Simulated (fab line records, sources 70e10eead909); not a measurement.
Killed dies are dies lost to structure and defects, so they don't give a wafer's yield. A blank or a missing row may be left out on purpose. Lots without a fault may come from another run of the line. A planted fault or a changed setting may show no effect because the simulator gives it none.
Chamber matching | flow nand_harc | NHARC_A_CHANNEL_HOLE_D1_ETCH_44 on rie_diel-04: 4 sister chambers
The step etches the open film in CF4/O2, target depth 140 nm, overetch 14 nm, time 77 s. 22 wafers are shown with their chamber, then 11 later ones without.

WAFERS WITH THEIR CHAMBER
wafer  | chamber | drypump_motor_current_A (A) | showerhead_plenum_p_Torr (Torr) | rf_vpp_V (V)
L074.2 | 2       | 6.5                         | 1.39                            | 198.7
L074.5 | 2       | 6.5                         | 1.39                            | 196.9
L074.6 | 3       | 5.2                         | 1.35                            | 196.8
L076.2 | 3       | 5.2                         | 1.35                            | 198.1
L076.4 | 2       | 6.5                         | 1.39                            | 199.7
L076.6 | 1       | 5.2                         | 1.32                            | 195.9
L078.1 | 1       | 5.2                         | 1.32                            | 197.1
L078.5 | 3       | 5.2                         | 1.35                            | 197.1
L078.6 | 0       | 5.4                         | 1.42                            | 199.7
L080.1 | 0       | 5.3                         | 1.42                            | 198.3
L080.2 | 1       | 5.2                         | 1.32                            | 197.3
L080.5 | 2       | 6.5                         | 1.39                            | 198.9
L082.1 | 3       | 5.2                         | 1.34                            | 197.8
L082.4 | 1       | 5.2                         | 1.32                            | 197.2
L082.6 | 1       | 5.2                         | 1.32                            | 197.1
L084.2 | 3       | 5.2                         | 1.34                            | 197.9
L084.3 | 2       | 6.5                         | 1.39                            | 199.0
L084.5 | 1       | 5.2                         | 1.32                            | 197.4
L087.3 | 3       | 5.2                         | 1.34                            | 197.5
L087.5 | 1       | 5.2                         | 1.32                            | 197.9
L087.6 | 0       | 5.4                         | 1.42                            | 198.9
L089.1 | 2       | 6.5                         | 1.39                            | 198.6

SIGNATURES (means of the wafers above)
reading                  | chamber 0 | chamber 1 | chamber 2 | chamber 3 | scatter within a chamber
drypump_motor_current_A  | 5.367     | 5.200     | 6.500     | 5.200     | 0.0192
showerhead_plenum_p_Torr | 1.4200    | 1.3200    | 1.3900    | 1.3450    | 0.00289
rf_vpp_V                 | 198.967   | 197.129   | 198.633   | 197.533   | 0.7
Rule: a wafer's distance from a chamber is the root of the sum, over the readings, of the square of ((its reading less the chamber's mean) divided by the reading's scatter). The wafer belongs to the nearest chamber; if the next one is less than 2 further off, it can't be placed. The scatter: the root of (the sum of the squares of (reading less its chamber's mean) over the shown wafers, divided by (wafers less chambers)).

WAFERS WITHOUT THEIR CHAMBER
wafer  | drypump_motor_current_A (A) | showerhead_plenum_p_Torr (Torr) | rf_vpp_V (V)
L089.2 | 5.2                         | 1.32                            | 197.2
L089.5 | 5.2                         | 1.34                            | 195.8
L092.1 | 5.2                         | 1.32                            | 198.0
L092.2 | 6.5                         | 1.39                            | 199.3
L092.4 | 5.3                         | 1.42                            | 199.4
L095.1 | 6.5                         | 1.39                            | 198.3
L095.2 | 5.2                         | 1.32                            | 197.8
L095.3 | 5.4                         | 1.42                            | 198.6
L097.1 | 6.5                         | 1.39                            | 199.5
L097.3 | 5.2                         | 1.34                            | 196.3
L097.5 | 5.4                         | 1.42                            | 199.6

WHICH CHAMBER EACH WENT THROUGH
wafer  | from the rows above | in truth
L089.2 | 1                   | 1
L089.5 | 3                   | 3
L092.1 | 1                   | 1
L092.2 | 2                   | 2
L092.4 | 0                   | 0
L095.1 | 2                   | 2
L095.2 | 1                   | 1
L095.3 | 0                   | 0
L097.1 | 2                   | 2
L097.3 | 3                   | 3
L097.5 | 0                   | 0
Placed correctly: 11 of 11. Can't be placed from these rows: 0. Placed wrongly: 0.
